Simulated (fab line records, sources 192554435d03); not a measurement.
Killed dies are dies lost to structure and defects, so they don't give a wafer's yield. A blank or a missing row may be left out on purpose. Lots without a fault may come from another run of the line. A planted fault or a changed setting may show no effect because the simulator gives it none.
Split-lot experiment | flow n5_finfet | 7 lots, 21 wafers read, on a route of 1938 steps

THE SPLIT
At N5_BEOL_M1_EXPOSE_08 (exposes mask M1), the setting dose_mj was moved away from the recipe's 33 on 8 of the 21 wafers read, by -4.0% to +3.9%. The other wafers ran this setting at the recipe's value.

FROM THE SPLIT TO THE READING: what the file shows between them, 2 steps
- N5_BEOL_M1_PEB_09: peb time 60 s
- N5_BEOL_M1_DEVELOP_10: develop time 30 s

THE READING
cd_nm, in nm, at N5_BEOL_M1_CD_MEAS_11 (target cd 17.05 nm). Fault-free wafers of this fab line usually give 17.00 nm, standard deviation 0.23 nm.

wafer  | tool, chamber at the split | dose_mj as run | against the recipe | cd_nm, nm | against lot-mates on the recipe
L085.1 | euv_scanner-01, 0          | 33             | recipe             | 17.00     | -
L085.2 | euv_scanner-01, 0          | 33             | recipe             | 17.13     | -
L085.3 | euv_scanner-01, 0          | 33             | recipe             | 17.09     | -
L086.1 | euv_scanner-01, 0          | 32.25          | -2.3%              | 16.38     | -0.84
L086.2 | euv_scanner-01, 0          | 33             | recipe             | 17.22     | -
L086.4 | euv_scanner-01, 0          | 32.25          | -2.3%              | 16.61     | -0.61
L088.3 | euv_scanner-02, 0          | 34.22          | +3.7%              | 17.72     | no lot-mate on the recipe
L088.4 | euv_scanner-02, 0          | 34.22          | +3.7%              | 17.40     | no lot-mate on the recipe
L088.6 | euv_scanner-02, 0          | 34.22          | +3.7%              | 17.68     | no lot-mate on the recipe
L089.1 | euv_scanner-02, 0          | 33             | recipe             | 16.98     | -
L089.4 | euv_scanner-02, 0          | 34.28          | +3.9%              | 17.75     | +0.77
L089.6 | euv_scanner-02, 0          | 34.28          | +3.9%              | 17.69     | +0.71
L091.2 | euv_scanner-02, 0          | 33             | recipe             | 16.90     | -
L091.3 | euv_scanner-02, 0          | 31.68          | -4.0%              | 16.22     | -0.83
L091.5 | euv_scanner-02, 0          | 33             | recipe             | 17.19     | -
L090.1 | euv_scanner-02, 0          | 33             | recipe             | 16.88     | -
L090.4 | euv_scanner-02, 0          | 33             | recipe             | 17.12     | -
L090.6 | euv_scanner-02, 0          | 33             | recipe             | 16.54     | -
L096.4 | euv_scanner-02, 0          | 33             | recipe             | 16.72     | -
L096.5 | euv_scanner-02, 0          | 33             | recipe             | 16.73     | -
L096.6 | euv_scanner-02, 0          | 33             | recipe             | 16.85     | -

THE FIT
A straight line over all 21 wafers: cd_nm changes by +0.187 nm for each +1% of dose_mj; r = +0.92; the points scatter about the line by 0.18 nm.
The same after taking each lot's own level away (the mean of its wafers on the recipe; 18 wafers): +0.218 nm for each +1%; r = +0.94; scatter 0.15 nm.
On that fit, the largest move of dose_mj shifts the reading by 0.87 nm.
The lots' own levels span 16.767 to 17.220 nm, that is 2.0 times the standard deviation above.
So the lot-to-lot level changes the slope: the two fits differ.
Check: with one of the wafers moved furthest among these (-4.0%) left out of the fit, the line predicts -0.948 nm for it against its lot-mates. It came out at -0.825 nm against them.

OTHER SPLITS ON THESE WAFERS
These wafers also went through other splits before the reading. Each is held against what the fit with the lots' levels taken away leaves over:
other split on the same wafers        | wafers away from the commonest value | r with cd_nm (lot level and that fit taken away)
N5_SD_EPI_N_EPI_21 temp_c             | 12                                   | -0.42
N5_HKMG_FIN_PEB_10 peb_time_s         | 6                                    | +0.26
N5_HKMG_FIN_DEVELOP_11 develop_time_s | 6                                    | -0.16
N5_MOL_CONTACT_COAG_ETCH_91 source_w  | 8                                    | -0.49
N5_BEOL_M0_SAQP_ETCH_107 source_w     | 8                                    | +0.52
N5_BEOL_M0_CUTY_ETCH_63 source_w      | 3                                    | +0.25
N5_BEOL_M1_COAT_61 spin_rpm           | 8                                    | -0.18

THE WHOLE CHAIN: every reading that the file lists as answering this split, in the file's order
step                  | what it does                                                          | reading                                                               | change (the file's fit)               | r (the file's)
N5_BEOL_M1_CD_MEAS_11 | target cd 17.05 nm                                                    | cd_nm                                                                 | +0.216 nm for each +1% of the setting | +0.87
N5_BEOL_M1_ETCH_74    | etches underlayer in N2/H2, target depth 6.5 nm, time 5.2 s           | BEOL_M1.cd_offset_nm (the simulator's own value, which no gauge read) | +0.179 nm for each +1% of the setting | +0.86
N5_BEOL_M1_ETCH_63    | etches SiARC in CF4, target depth 15.6 nm, time 26 s                  | BEOL_M1.cd_offset_nm (the simulator's own value, which no gauge read) | +0.188 nm for each +1% of the setting | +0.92
N5_BEOL_M1_ETCH_64    | etches SOC in N2/H2, target depth 75 nm, overetch 15 nm, time 112.5 s | BEOL_M1.cd_offset_nm (the simulator's own value, which no gauge read) | +0.218 nm for each +1% of the setting | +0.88

THE FILE'S OWN FIT
cd_nm changes by +0.216 nm for each +1% of dose_mj, r = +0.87.
